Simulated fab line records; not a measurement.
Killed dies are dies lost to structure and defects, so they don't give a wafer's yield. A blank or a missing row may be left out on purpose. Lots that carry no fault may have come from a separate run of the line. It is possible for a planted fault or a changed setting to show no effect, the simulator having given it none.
Which of the tools did it? :: flow nand harc :: 36 wafers from 12 lots sampled at 4 of the route's 1159 steps

WHAT THE GAUGES READ, wafer by wafer
Not one reading of a measure or inspect step in the record can be checked against a usual standard deviation.

TOOL THAT RAN EACH LOT (tool first, then ch and the chambers of the sampled wafers, then the start)
lot: L292
NHARC_A_STAIRCASE_ETCH_453: rie diel-04 ch 0,1,3, day 11 15:26 or earlier
NHARC_A_STAIRCASE_STRIP_476: rie diel-13 ch 0,1,3, day 11 15:26
NHARC_A_STAIRCASE_DEP_151: pecvd-04 ch 0,1, day 12 03:46
NHARC_A_STAIRCASE_DEP_325: pecvd-04 ch 0,2, day 12 18:49

lot: L293
NHARC_A_STAIRCASE_ETCH_453: rie diel-02 ch 0,1,2, day 12 06:20 or earlier
NHARC_A_STAIRCASE_STRIP_476: rie diel-02 ch 0,1,3, day 12 06:20
NHARC_A_STAIRCASE_DEP_151: pecvd-04 ch 0,1,2, day 12 22:16
NHARC_A_STAIRCASE_DEP_325: pecvd-04 ch 0,1,2, day 13 14:07

lot: L294
NHARC_A_STAIRCASE_ETCH_453: rie diel-02 ch 0,2, day 12 09:18 or earlier
NHARC_A_STAIRCASE_STRIP_476: rie diel-02 ch 1,2,3, day 12 09:18
NHARC_A_STAIRCASE_DEP_151: pecvd-01 ch 0,2, day 12 22:10
NHARC_A_STAIRCASE_DEP_325: pecvd-01 ch 0,1,2, day 13 14:08

lot: L295
NHARC_A_STAIRCASE_ETCH_453: rie diel-04 ch 0,1,3, day 12 18:56 or earlier
NHARC_A_STAIRCASE_STRIP_476: rie diel-02 ch 0,1,3, day 12 18:56
NHARC_A_STAIRCASE_DEP_151: pecvd-04 ch 0,1,2, day 13 07:35
NHARC_A_STAIRCASE_DEP_325: pecvd-04 ch 0,1,2, day 13 23:10

lot: L299
NHARC_A_STAIRCASE_ETCH_453: rie diel-02 ch 0,3, day 13 21:25 or earlier
NHARC_A_STAIRCASE_STRIP_476: rie diel-04 ch 0,1,3, day 13 21:25
NHARC_A_STAIRCASE_DEP_151: pecvd-04 ch 0,2, day 14 07:07
NHARC_A_STAIRCASE_DEP_325: pecvd-01 ch 0,1,2, day 15 00:02

lot: L302
NHARC_A_STAIRCASE_ETCH_453: rie diel-13 ch 0,2,3, day 14 08:59 or earlier
NHARC_A_STAIRCASE_STRIP_476: rie diel-02 ch 0,1,3, day 14 08:59
NHARC_A_STAIRCASE_DEP_151: pecvd-03 ch 0,1,2, day 14 21:08
NHARC_A_STAIRCASE_DEP_325: pecvd-04 ch 0,1, day 15 13:04

lot: L305
NHARC_A_STAIRCASE_ETCH_453: rie diel-13 ch 0,1, day 15 04:30 or earlier
NHARC_A_STAIRCASE_STRIP_476: rie diel-02 ch 0,2,3, day 15 04:30
NHARC_A_STAIRCASE_DEP_151: pecvd-04 ch 1,2, day 15 13:49
NHARC_A_STAIRCASE_DEP_325: pecvd-04 ch 0,1,2, day 16 05:41

lot: L307
NHARC_A_STAIRCASE_ETCH_453: rie diel-04 ch 0,1,2, day 15 22:32 or earlier
NHARC_A_STAIRCASE_STRIP_476: rie diel-04 ch 0,3, day 15 22:32
NHARC_A_STAIRCASE_DEP_151: pecvd-01 ch 0,2, day 16 10:44
NHARC_A_STAIRCASE_DEP_325: pecvd-01 ch 0,2, day 17 02:52

lot: L308
NHARC_A_STAIRCASE_ETCH_453: rie diel-04 ch 0,1,3, day 15 23:35 or earlier
NHARC_A_STAIRCASE_STRIP_476: rie diel-13 ch 0,1,2, day 15 23:35
NHARC_A_STAIRCASE_DEP_151: pecvd-04 ch 0,1,2, day 16 10:38
NHARC_A_STAIRCASE_DEP_325: pecvd-01 ch 0,1,2, day 17 03:20

lot: L309
NHARC_A_STAIRCASE_ETCH_453: rie diel-02 ch 2,3, day 16 03:16 or earlier
NHARC_A_STAIRCASE_STRIP_476: rie diel-13 ch 0,1, day 16 03:16
NHARC_A_STAIRCASE_DEP_151: pecvd-01 ch 0,1, day 16 15:31
NHARC_A_STAIRCASE_DEP_325: pecvd-03 ch 0,2, day 17 02:52

lot: L311
NHARC_A_STAIRCASE_ETCH_453: rie diel-02 ch 0,1,3, day 16 16:00 or earlier
NHARC_A_STAIRCASE_STRIP_476: rie diel-13 ch 0,2, day 16 16:00
NHARC_A_STAIRCASE_DEP_151: pecvd-03 ch 0,2, day 17 03:43
NHARC_A_STAIRCASE_DEP_325: pecvd-01 ch 0,2, day 17 21:35

lot: L313
NHARC_A_STAIRCASE_ETCH_453: rie diel-02 ch 1,2, day 17 02:38 or earlier
NHARC_A_STAIRCASE_STRIP_476: rie diel-02 ch 0,2,3, day 17 02:38
NHARC_A_STAIRCASE_DEP_151: pecvd-04 ch 0,1, day 17 15:26
NHARC_A_STAIRCASE_DEP_325: pecvd-01 ch 0,2, day 18 07:34
- NHARC_A_STAIRCASE_ETCH_453: etches the open film in CF4/O2, target depth 30 nm, overetch 3 nm, time 16.5 s.
- NHARC_A_STAIRCASE_STRIP_476: strips in O2, time 20 s.
- NHARC_A_STAIRCASE_DEP_151: deposits SiO2, target thk 3800 nm.
- NHARC_A_STAIRCASE_DEP_325: deposits SiO2, target thk 3800 nm.

WHAT THE TOOLS THEMSELVES READ (means of the sampled wafers that have a number; where no wafer has one, the mark that the record gives instead)
NHARC_A_STAIRCASE_ETCH_453.
lot: L292
tool: rie diel-04
drypump motor current A (A): 6.2
oes product au (a.u.): 1.006
rf vpp V (V): 196.1
showerhead plenum p Torr (Torr): 1.29
throttle valve pct (%): 13.395

lot: L293
tool: rie diel-02
drypump motor current A (A): 5.7
oes product au (a.u.): 1.003
rf vpp V (V): 197.9
showerhead plenum p Torr (Torr): 1.32
throttle valve pct (%): 13.401

lot: L294
tool: rie diel-02
drypump motor current A (A): 5.6
oes product au (a.u.): 1.009
rf vpp V (V): 197.9
showerhead plenum p Torr (Torr): 1.32
throttle valve pct (%): 13.404

lot: L295
tool: rie diel-04
drypump motor current A (A): 6.1
oes product au (a.u.): 1.002
rf vpp V (V): 196.7
showerhead plenum p Torr (Torr): 1.29
throttle valve pct (%): 13.407

lot: L299
tool: rie diel-02
drypump motor current A (A): 5.4
oes product au (a.u.): 1.008
rf vpp V (V): 198.0
showerhead plenum p Torr (Torr): 1.37
throttle valve pct (%): 13.404

lot: L302
tool: rie diel-13
drypump motor current A (A): 5.5
oes product au (a.u.): 0.994
rf vpp V (V): 197.2
showerhead plenum p Torr (Torr): 1.33
throttle valve pct (%): 13.393

lot: L305
tool: rie diel-13
drypump motor current A (A): 6.0
oes product au (a.u.): 1.003
rf vpp V (V): 196.6
showerhead plenum p Torr (Torr): 1.30
throttle valve pct (%): 13.401

lot: L307
tool: rie diel-04
drypump motor current A (A): 6.2
oes product au (a.u.): 1.000
rf vpp V (V): 198.0
showerhead plenum p Torr (Torr): 1.34
throttle valve pct (%): 13.396

lot: L308
tool: rie diel-04
drypump motor current A (A): 6.1
oes product au (a.u.): 1.004
rf vpp V (V): 196.1
showerhead plenum p Torr (Torr): 1.28
throttle valve pct (%): 13.404

lot: L309
tool: rie diel-02
drypump motor current A (A): 5.6
oes product au (a.u.): 1.004
rf vpp V (V): 198.6
showerhead plenum p Torr (Torr): 1.36
throttle valve pct (%): 13.394

lot: L311
tool: rie diel-02
drypump motor current A (A): 5.5
oes product au (a.u.): 0.989
rf vpp V (V): 197.3
showerhead plenum p Torr (Torr): 1.33
throttle valve pct (%): 13.398

lot: L313
tool: rie diel-02
drypump motor current A (A): 5.7
oes product au (a.u.): 0.991
rf vpp V (V): 197.8
showerhead plenum p Torr (Torr): 1.30
throttle valve pct (%): 13.387

NHARC_A_STAIRCASE_STRIP_476.
lot: L292
tool: rie diel-13
drypump motor current A (A): 5.7
oes product au (a.u.): 1.001
rf vpp V (V): 58.5
showerhead plenum p Torr (Torr): 3.54
throttle valve pct (%): 17.039

lot: L293
tool: rie diel-02
drypump motor current A (A): 5.5
oes product au (a.u.): 1.015
rf vpp V (V): 57.1
showerhead plenum p Torr (Torr): 3.53
throttle valve pct (%): 17.042

lot: L294
tool: rie diel-02
drypump motor current A (A): 5.7
oes product au (a.u.): 1.003
rf vpp V (V): 57.6
showerhead plenum p Torr (Torr): 3.54
throttle valve pct (%): 17.031

lot: L295
tool: rie diel-02
drypump motor current A (A): 5.4
oes product au (a.u.): 1.008
rf vpp V (V): 58.2
showerhead plenum p Torr (Torr): 3.52
throttle valve pct (%): 17.035

lot: L299
tool: rie diel-04
drypump motor current A (A): 6.1
oes product au (a.u.): 1.001
rf vpp V (V): 57.8
showerhead plenum p Torr (Torr): 3.41
throttle valve pct (%): 17.040

lot: L302
tool: rie diel-02
drypump motor current A (A): 5.5
oes product au (a.u.): 0.994
rf vpp V (V): 58.4
showerhead plenum p Torr (Torr): 3.52
throttle valve pct (%): 17.037

lot: L305
tool: rie diel-02
drypump motor current A (A): 5.6
oes product au (a.u.): 0.999
rf vpp V (V): 57.7
showerhead plenum p Torr (Torr): 3.54
throttle valve pct (%): 17.036

lot: L307
tool: rie diel-04
drypump motor current A (A): 5.9
oes product au (a.u.): 0.998
rf vpp V (V): 57.2
showerhead plenum p Torr (Torr): 3.32
throttle valve pct (%): 17.035

lot: L308
tool: rie diel-13
drypump motor current A (A): 5.8
oes product au (a.u.): 0.997
rf vpp V (V): 58.4
showerhead plenum p Torr (Torr): 3.42
throttle valve pct (%): 17.042

lot: L309
tool: rie diel-13
drypump motor current A (A): 5.6
oes product au (a.u.): 0.991
rf vpp V (V): 57.2
showerhead plenum p Torr (Torr): 3.38
throttle valve pct (%): 17.044

lot: L311
tool: rie diel-13
drypump motor current A (A): 5.6
oes product au (a.u.): 0.987
rf vpp V (V): 57.8
showerhead plenum p Torr (Torr): 3.40
throttle valve pct (%): 17.036

lot: L313
tool: rie diel-02
drypump motor current A (A): 5.6
oes product au (a.u.): 1.000
rf vpp V (V): 57.8
showerhead plenum p Torr (Torr): 3.53
throttle valve pct (%): 17.047

NHARC_A_STAIRCASE_DEP_151.
lot: L292
tool: pecvd-04
heater power w (W): 709
mfc precursor sccm (sccm): 198.7
rf fwd power W (W): 497.6

lot: L293
tool: pecvd-04
heater power w (W): 653
mfc precursor sccm (sccm): 199.5
rf fwd power W (W): 498.0

lot: L294
tool: pecvd-01
heater power w (W): 630
mfc precursor sccm (sccm): 199.4
rf fwd power W (W): 498.1

lot: L295
tool: pecvd-04
heater power w (W): 737
mfc precursor sccm (sccm): 200.8
rf fwd power W (W): 499.2

lot: L299
tool: pecvd-04
heater power w (W): 613
mfc precursor sccm (sccm): 199.7
rf fwd power W (W): 498.3

lot: L302
tool: pecvd-03
heater power w (W): 779
mfc precursor sccm (sccm): 199.9
rf fwd power W (W): 500.0

lot: L305
tool: pecvd-04
heater power w (W): 648
mfc precursor sccm (sccm): 199.2
rf fwd power W (W): 500.3

lot: L307
tool: pecvd-01
heater power w (W): 580
mfc precursor sccm (sccm): 200.3
rf fwd power W (W): 499.8

lot: L308
tool: pecvd-04
heater power w (W): 675
mfc precursor sccm (sccm): 199.8
rf fwd power W (W): 499.0

lot: L309
tool: pecvd-01
heater power w (W): 617
mfc precursor sccm (sccm): 199.9
rf fwd power W (W): 500.3

lot: L311
tool: pecvd-03
heater power w (W): 774
mfc precursor sccm (sccm): 200.0
rf fwd power W (W): 498.5

lot: L313
tool: pecvd-04
heater power w (W): 690
mfc precursor sccm (sccm): 200.1
rf fwd power W (W): 498.3

NHARC_A_STAIRCASE_DEP_325.
lot: L292
tool: pecvd-04
heater power w (W): 677
mfc precursor sccm (sccm): 199.6
rf fwd power W (W): 499.0

lot: L293
tool: pecvd-04
heater power w (W): 653
mfc precursor sccm (sccm): 199.4
rf fwd power W (W): 500.3

lot: L294
tool: pecvd-01
heater power w (W): 651
mfc precursor sccm (sccm): 200.1
rf fwd power W (W): 499.9

lot: L295
tool: pecvd-04
heater power w (W): 681
mfc precursor sccm (sccm): 200.2
rf fwd power W (W): 499.5

lot: L299
tool: pecvd-01
heater power w (W): 586
mfc precursor sccm (sccm): 199.8
rf fwd power W (W): 499.9

lot: L302
tool: pecvd-04
heater power w (W): 669
mfc precursor sccm (sccm): 199.2
rf fwd power W (W): 566.0

lot: L305
tool: pecvd-04
heater power w (W): 609
mfc precursor sccm (sccm): 199.6
rf fwd power W (W): 565.9

lot: L307
tool: pecvd-01
heater power w (W): 523
mfc precursor sccm (sccm): 199.7
rf fwd power W (W): 498.5

lot: L308
tool: pecvd-01
heater power w (W): 557
mfc precursor sccm (sccm): 200.0
rf fwd power W (W): 498.7

lot: L309
tool: pecvd-03
heater power w (W): 742
mfc precursor sccm (sccm): 200.1
rf fwd power W (W): 499.4

lot: L311
tool: pecvd-01
heater power w (W): 596
mfc precursor sccm (sccm): 200.2
rf fwd power W (W): 499.4

lot: L313
tool: pecvd-01
heater power w (W): 605
mfc precursor sccm (sccm): 200.8
rf fwd power W (W): 502.2

THE ANSWER, worked out from the rows above alone
Rule: the usual values come from the lots themselves. Put in order of their means at a reading, lots are off if they are a third of the lots or fewer, leave a main group of 4 or more, and stand apart from it by a gap of 3 or more times the standard deviation of the main group's means; of several such gaps the widest counts. A main group is skipped when, at the precision printed for the reading in the tables above, its means are all equal. A lot without any number at a reading at which 4 lots or more have one is off too. Where the step has rows for the other lots, those lots are counted as sound. The gauges are gone through in route order, then the tools' own readings, and for those a lot's mean is taken as printed above. The first step at which some lot is off is used, and at that step the reading that is off furthest; a lot without a number counts as furthest.
Off at NHARC_A_STAIRCASE_DEP_325 (rf fwd power W): L302, L305. Main group: mean 499.7 W, sd 0.99.
If a tool, at that step or one of the process steps before it, ran each lot that is off and ran no sound lot following the first of them, it fits. With no start given for some of its lots, NHARC_A_STAIRCASE_ETCH_453 uses the hours and lot order of NHARC_A_STAIRCASE_STRIP_476. This does not decide it: 2 tools fit, namely rie diel-13 at NHARC_A_STAIRCASE_ETCH_453 and pecvd-04 at NHARC_A_STAIRCASE_DEP_325.

WHAT THE SIMULATOR HAD INSERTED
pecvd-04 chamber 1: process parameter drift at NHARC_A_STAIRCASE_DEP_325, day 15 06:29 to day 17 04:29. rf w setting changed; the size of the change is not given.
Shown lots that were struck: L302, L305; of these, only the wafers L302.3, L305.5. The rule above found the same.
